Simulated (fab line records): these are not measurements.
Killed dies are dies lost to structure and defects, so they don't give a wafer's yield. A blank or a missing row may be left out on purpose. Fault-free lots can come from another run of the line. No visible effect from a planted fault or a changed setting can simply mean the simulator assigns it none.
Which tool did it? / flow nand-harc / 13 lots, 39 wafers sampled, at 4 steps of a route of 1302

WHAT THE GAUGES READ, wafer by wafer
NHARC_END_SORT_01. Usual: killed-at-array 55, standard deviation 23; killed-at-other 1.0, standard deviation 1.2; killed-at-periphery 3.2, standard deviation 2.7; killed-dies 59, standard deviation 23; killed-open 3.1, standard deviation 1.6; killed-short 2.2, standard deviation 1.5.
lot=L122; measured=day 28 01:38; on=prober-02; killed-at-array=166 177 156; killed-at-other=3 4 4; killed-at-periphery=4 1 2; killed-dies=173 182 162; killed-open=6 2 1; killed-short=3 2 5; flag=OFF

TOOL THAT RAN EACH LOT (tool first, then ch and the chambers of the sampled wafers, then the start)
lot=L113; NHARC_A_STAIRCASE_DEP_151=pecvd-03 ch 1,2, day 18 08:58; NHARC_THIN_TSV_ETCH_15=rie-si-01 ch 0,1,3, day 24 08:43; NHARC_THIN_TSV_ETCHBACK_48=rie-diel-12 ch 1,3, day 24 10:14
lot=L116; NHARC_A_STAIRCASE_DEP_151=pecvd-02 ch 0,1, day 19 03:33; NHARC_THIN_TSV_ETCH_15=rie-si-01 ch 0,1, day 25 03:14; NHARC_THIN_TSV_ETCHBACK_48=rie-diel-12 ch 0,1, day 25 04:41
lot=L115; NHARC_A_STAIRCASE_DEP_151=pecvd-04 ch 0,1,2, day 19 03:50; NHARC_THIN_TSV_ETCH_15=rie-si-06 ch 1,2, day 25 01:56; NHARC_THIN_TSV_ETCHBACK_48=rie-diel-06 ch 1,2, day 25 03:22
lot=L118; NHARC_A_STAIRCASE_DEP_151=pecvd-02 ch 0,1, day 19 13:45; NHARC_THIN_TSV_ETCH_15=rie-si-01 ch 0,1, day 25 14:28; NHARC_THIN_TSV_ETCHBACK_48=rie-diel-06 ch 0,2, day 25 15:53
lot=L121; NHARC_A_STAIRCASE_DEP_151=pecvd-04 ch 1,2, day 21 12:10; NHARC_THIN_TSV_ETCH_15=rie-si-06 ch 0,2,3, day 27 13:43; NHARC_THIN_TSV_ETCHBACK_48=rie-diel-12 ch 1,2,3, day 27 15:11
lot=L122; NHARC_A_STAIRCASE_DEP_151=pecvd-02 ch 0,2, day 21 12:15; NHARC_THIN_TSV_ETCH_15=rie-si-06 ch 1,2,3, day 27 11:25; NHARC_THIN_TSV_ETCHBACK_48=rie-diel-06 ch 0,1, day 27 12:50
lot=L126; NHARC_A_STAIRCASE_DEP_151=pecvd-03 ch 0,1,2, day 23 09:44; NHARC_THIN_TSV_ETCH_15=rie-si-02 ch 1,2, day 29 08:49; NHARC_THIN_TSV_ETCHBACK_48=rie-diel-04 ch 0,1,3, day 29 10:16
lot=L128; NHARC_A_STAIRCASE_DEP_151=pecvd-02 ch 0,1,2, day 24 17:09; NHARC_THIN_TSV_ETCH_15=rie-si-01 ch 0,2,3, day 30 21:58; NHARC_THIN_TSV_ETCHBACK_48=rie-diel-06 ch 0,2, day 30 23:26
lot=L129; NHARC_A_STAIRCASE_DEP_151=pecvd-04 ch 0,1, day 25 00:22; NHARC_THIN_TSV_ETCH_15=rie-si-06 ch 0,1, day 31 10:02; NHARC_THIN_TSV_ETCHBACK_48=rie-diel-12 ch 0,1,2, day 31 11:32
lot=L132; NHARC_A_STAIRCASE_DEP_151=pecvd-03 ch 0,2, day 25 18:43; NHARC_THIN_TSV_ETCH_15=rie-si-06 ch 0,3, day 31 12:02; NHARC_THIN_TSV_ETCHBACK_48=rie-diel-04 ch 0,1,2, day 31 13:28
lot=L130; NHARC_A_STAIRCASE_DEP_151=pecvd-04 ch 0,1,2, day 25 18:43; NHARC_THIN_TSV_ETCH_15=rie-si-06 ch 0,1,2, day 32 03:27; NHARC_THIN_TSV_ETCHBACK_48=rie-diel-12 ch 1,3, day 32 04:51
lot=L131; NHARC_A_STAIRCASE_DEP_151=pecvd-03 ch 1,2, day 25 19:12; NHARC_THIN_TSV_ETCH_15=rie-si-02 ch 0,2, day 31 13:07; NHARC_THIN_TSV_ETCHBACK_48=rie-diel-12 ch 1,2,3, day 31 14:32
lot=L134; NHARC_A_STAIRCASE_DEP_151=pecvd-04 ch 0,1,2, day 26 18:07; NHARC_THIN_TSV_ETCH_15=rie-si-06 ch 0,1, day 32 19:26; NHARC_THIN_TSV_ETCHBACK_48=rie-diel-12 ch 2,3, day 32 20:50
- NHARC_A_STAIRCASE_DEP_151: deposits SiO2, target thk 7200 nm.
- NHARC_THIN_TSV_ETCH_15: target depth 3000 nm, bosch target overetch cycles 2, bosch etch step 2.8 s.
- NHARC_THIN_TSV_ETCHBACK_48: etches the open film in C4F8/Ar, target depth 1028.5 nm, time 405.17 s.

AS READ BY THE TOOLS THEMSELVES (means over the sampled wafers that have a number; for cases with no such wafer, the mark the record gives instead)
NHARC_A_STAIRCASE_DEP_151. Usual: heater-power-w 645 W, standard deviation 90; rf-fwd-power-W 499.4 W, standard deviation 1.6; susceptor-temp-C 399.97 C, standard deviation 0.21.
lot=L113; tool=pecvd-03; heater-power-w (W)=594; rf-fwd-power-W (W)=500.7; susceptor-temp-C (C)=399.89; flag=
lot=L116; tool=pecvd-02; heater-power-w (W)=577; rf-fwd-power-W (W)=497.3; susceptor-temp-C (C)=400.11; flag=
lot=L115; tool=pecvd-04; heater-power-w (W)=626; rf-fwd-power-W (W)=498.4; susceptor-temp-C (C)=400.06; flag=
lot=L118; tool=pecvd-02; heater-power-w (W)=597; rf-fwd-power-W (W)=501.5; susceptor-temp-C (C)=399.88; flag=
lot=L121; tool=pecvd-04; heater-power-w (W)=614; rf-fwd-power-W (W)=498.5; susceptor-temp-C (C)=400.12; flag=
lot=L122; tool=pecvd-02; heater-power-w (W)=611; rf-fwd-power-W (W)=499.4; susceptor-temp-C (C)=399.97; flag=
lot=L126; tool=pecvd-03; heater-power-w (W)=615; rf-fwd-power-W (W)=500.7; susceptor-temp-C (C)=400.07; flag=
lot=L128; tool=pecvd-02; heater-power-w (W)=623; rf-fwd-power-W (W)=499.3; susceptor-temp-C (C)=400.08; flag=
lot=L129; tool=pecvd-04; heater-power-w (W)=610; rf-fwd-power-W (W)=501.0; susceptor-temp-C (C)=400.01; flag=
lot=L132; tool=pecvd-03; heater-power-w (W)=658; rf-fwd-power-W (W)=501.7; susceptor-temp-C (C)=399.96; flag=
lot=L130; tool=pecvd-04; heater-power-w (W)=672; rf-fwd-power-W (W)=499.3; susceptor-temp-C (C)=400.13; flag=
lot=L131; tool=pecvd-03; heater-power-w (W)=605; rf-fwd-power-W (W)=498.2; susceptor-temp-C (C)=400.10; flag=
lot=L134; tool=pecvd-04; heater-power-w (W)=626; rf-fwd-power-W (W)=499.0; susceptor-temp-C (C)=400.02; flag=

NHARC_THIN_TSV_ETCH_15. Usual: drypump-motor-current-A reads 6.0 A (standard deviation 0.44).
lot=L113; tool=rie-si-01; drypump-motor-current-A (A)=6.3; flag=
lot=L116; tool=rie-si-01; drypump-motor-current-A (A)=6.2; flag=
lot=L115; tool=rie-si-06; drypump-motor-current-A (A)=5.8; flag=
lot=L118; tool=rie-si-01; drypump-motor-current-A (A)=6.3; flag=
lot=L121; tool=rie-si-06; drypump-motor-current-A (A)=6.1; flag=
lot=L122; tool=rie-si-06; drypump-motor-current-A (A)=5.9; flag=
lot=L126; tool=rie-si-02; drypump-motor-current-A (A)=6.2; flag=
lot=L128; tool=rie-si-01; drypump-motor-current-A (A)=6.3; flag=
lot=L129; tool=rie-si-06; drypump-motor-current-A (A)=6.3; flag=
lot=L132; tool=rie-si-06; drypump-motor-current-A (A)=6.1; flag=
lot=L130; tool=rie-si-06; drypump-motor-current-A (A)=6.1; flag=
lot=L131; tool=rie-si-02; drypump-motor-current-A (A)=5.2; flag=
lot=L134; tool=rie-si-06; drypump-motor-current-A (A)=6.2; flag=

NHARC_THIN_TSV_ETCHBACK_48. Usual: oes-product-au 0.95 a.u., standard deviation 0.034; rf-fwd-power-W 599.0 W, standard deviation 1.7; rf-vpp-V 547.0 V, standard deviation 2.7.
lot=L113; tool=rie-diel-12; oes-product-au (a.u.)=0.92; rf-fwd-power-W (W)=599.4; rf-vpp-V (V)=547.9; flag=
lot=L116; tool=rie-diel-12; oes-product-au (a.u.)=0.93; rf-fwd-power-W (W)=598.4; rf-vpp-V (V)=548.4; flag=
lot=L115; tool=rie-diel-06; oes-product-au (a.u.)=0.91; rf-fwd-power-W (W)=598.8; rf-vpp-V (V)=547.9; flag=
lot=L118; tool=rie-diel-06; oes-product-au (a.u.)=0.93; rf-fwd-power-W (W)=600.8; rf-vpp-V (V)=544.0; flag=
lot=L121; tool=rie-diel-12; oes-product-au (a.u.)=1.01; rf-fwd-power-W (W)=599.7; rf-vpp-V (V)=546.6; flag=
lot=L122; tool=rie-diel-06; oes-product-au (a.u.)=0.93; rf-fwd-power-W (W)=600.0; rf-vpp-V (V)=550.7; flag=
lot=L126; tool=rie-diel-04; oes-product-au (a.u.)=0.93; rf-fwd-power-W (W)=597.9; rf-vpp-V (V)=545.0; flag=
lot=L128; tool=rie-diel-06; oes-product-au (a.u.)=0.92; rf-fwd-power-W (W)=598.4; rf-vpp-V (V)=544.2; flag=
lot=L129; tool=rie-diel-12; oes-product-au (a.u.)=0.94; rf-fwd-power-W (W)=599.2; rf-vpp-V (V)=547.1; flag=
lot=L132; tool=rie-diel-04; oes-product-au (a.u.)=1.00; rf-fwd-power-W (W)=596.8; rf-vpp-V (V)=545.9; flag=
lot=L130; tool=rie-diel-12; oes-product-au (a.u.)=0.93; rf-fwd-power-W (W)=599.5; rf-vpp-V (V)=547.6; flag=
lot=L131; tool=rie-diel-12; oes-product-au (a.u.)=0.93; rf-fwd-power-W (W)=600.1; rf-vpp-V (V)=546.5; flag=
lot=L134; tool=rie-diel-12; oes-product-au (a.u.)=0.93; rf-fwd-power-W (W)=599.3; rf-vpp-V (V)=545.8; flag=

THE ANSWER, worked out from the rows above alone
Rule: take the mean of a lot's wafers that have a number; if it is more than 3 standard deviations from the usual mean, the lot is off. Also off: a lot with no number at a reading for which 4 or more lots have one. Any other lot the step has rows for is counted as sound. After the gauges, taken in route order, come the tools' own readings; for these a lot's mean is taken, as printed above. The first step at which some lot is off is used, and at that step the reading that is off furthest; a lot without a number counts as furthest.
Off, at NHARC_END_SORT_01 on killed-dies: L122. Neither off nor sound, because the step has no rows for them: L113, L116, L115, L118, L121, L126, L128, L129, L132, L130, L131, L134.
A tool fits if, at a process step before that reading, it ran every lot that is off, and no sound lot after the first of them. The gauges at NHARC_END_SORT_01 are tried like those tools. Can't be told from this: 4 tools fit, pecvd-02 at NHARC_A_STAIRCASE_DEP_151, rie-si-06 at NHARC_THIN_TSV_ETCH_15, rie-diel-06 at NHARC_THIN_TSV_ETCHBACK_48, prober-02 at NHARC_END_SORT_01.

WHAT WAS PUT IN BY THE SIMULATOR
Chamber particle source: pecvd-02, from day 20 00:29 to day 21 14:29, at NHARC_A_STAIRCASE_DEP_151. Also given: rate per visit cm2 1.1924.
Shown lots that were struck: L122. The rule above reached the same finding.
